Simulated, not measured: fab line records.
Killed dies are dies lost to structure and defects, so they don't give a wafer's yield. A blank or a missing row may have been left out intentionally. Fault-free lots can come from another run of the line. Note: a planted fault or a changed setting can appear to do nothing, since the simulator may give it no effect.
A struck lot beside a sound one :: flow n5_finfet :: 15 steps out of a route of 1938
Sound: these wafers, L889.1, L889.5, L889.6. Struck: wafers L904.1, L904.2, L904.4. The cause is given at the end.
Order at every step that has rows: each side's tool, ch and its chambers, its first start. Under that, the readings that differ: sound wafers :: struck wafers :: difference of the means :: sigmas: that difference in standard deviations of wafers without a fault.
alike: same words and numbers on both sides, and readings whose means sit less than 2 such deviations apart. not compared: any withheld reading, any reading some wafer has no value for, any bound like >300 that may hide the same value, and any number with overlapping values for which the record gives no deviation.
A row with sigmas, a row that says differs or no value, or rows on one side alone: a step with any of these is where the two part. Non-overlapping numbers with no deviation appear without sigmas and do not part them. A reading that every wafer of one side lacks parts them only if that side has two wafers or more.

first, 1 step without rows for these wafers: N5_BEOL_M3_SPUTTER_92 (material Cu, target thk 4.5 nm, time 8.29 s).
N5_BEOL_M3_ANNEAL_93: time 240 s.
  sound on pvd_sputter-01, day 8 02:38; struck on pvd_sputter-02, day 12 22:18
  alike: heater_power_w, susceptor_temp_C
then, 1 step without rows for these wafers: N5_BEOL_M3_SPUTTER_94 (material Cu, target thk 4.5 nm, time 8.29 s).
N5_BEOL_M3_ANNEAL_95: time 240 s.
  sound on pvd_sputter-01, day 8 02:51; struck on pvd_sputter-02, day 12 22:31
  alike: heater_power_w, susceptor_temp_C
N5_BEOL_M3_SPUTTER_96: material Cu, target thk 4.5 nm, time 8.29 s.
  sound on pvd_sputter-01, day 8 02:59; struck on pvd_sputter-02, day 12 22:40
  alike: susceptor_temp_C, throttle_valve_pct
then, 3 steps without rows for these wafers: N5_BEOL_M3_ECD_50 (material Cu, target thk 300 nm); N5_BEOL_M3_ANNEAL_51 (time 90 s); N5_BEOL_M3_CMP_52 (polishes, stops on SiOC, t overpolish 6.8 s, target thk 40 nm).
N5_BEOL_M3_THK_MEAS_53: measures by xrf.
  sound on film_metro-01, day 8 03:47; struck on film_metro-01, day 12 23:27
  alike: M3_THK
N5_BEOL_M3_PRE_CLEAN_60: time 15 s.
  sound on cvd_co-01 ch 0,1, day 8 03:49; struck on cvd_co-02 ch 0,1, day 12 23:29
  alike: heater_power_w
  not compared: since_wet_clean_h, susceptor_temp_C
N5_BEOL_M3_CO_CAP_55: material Co, precursor CCTBA/H2, target thk 2 nm, time 102.1 s.
  sound on cvd_co-01 ch 0,1, day 8 03:52; struck on cvd_co-02 ch 0,1, day 12 23:32
  alike: heater_power_w, susceptor_temp_C
  not compared: since_wet_clean_h
then, 1 step without rows for these wafers: N5_BEOL_M3_PRE_CLEAN_56 (time 15 s).
N5_BEOL_M3_DEP_57: deposits SiCN from 3MS/NH3, target thk 8 nm, time 14 s.
  sound on pecvd-02 ch 0,1, day 8 03:58; struck on pecvd-04 ch 0,1,2, day 12 23:38
  no value came back on the struck wafers for chamber_pressure_Torr (Torr), rf_fwd_power_W (W), showerhead_plenum_p_Torr (Torr), throttle_valve_pct (%); on the sound wafers chamber_pressure_Torr (Torr) reads 2.992 3.009 2.998
  not compared: since_wet_clean_h
N5_BEOL_M4_RC_MEAS_101:
  the record has rows for the sound wafers here (prober-02 ch 0, day 8 13:40) and none for the struck ones
-- the record jumps here: 7 days lie between the struck wafers' starts before and after (it left off in module BEOL_M4 and takes up again in module PASSIVATION, whose first step shown is number 1936 of the route) --
N5_PASSIVATION_PROBE_49:
  the record has rows for the struck wafers here (prober-01, day 19 16:50) and none for the sound ones

WHERE THEY PART
Earliest at N5_BEOL_M3_DEP_57; latest, in this record, at N5_PASSIVATION_PROBE_49.

WHY: the cause the simulator had injected
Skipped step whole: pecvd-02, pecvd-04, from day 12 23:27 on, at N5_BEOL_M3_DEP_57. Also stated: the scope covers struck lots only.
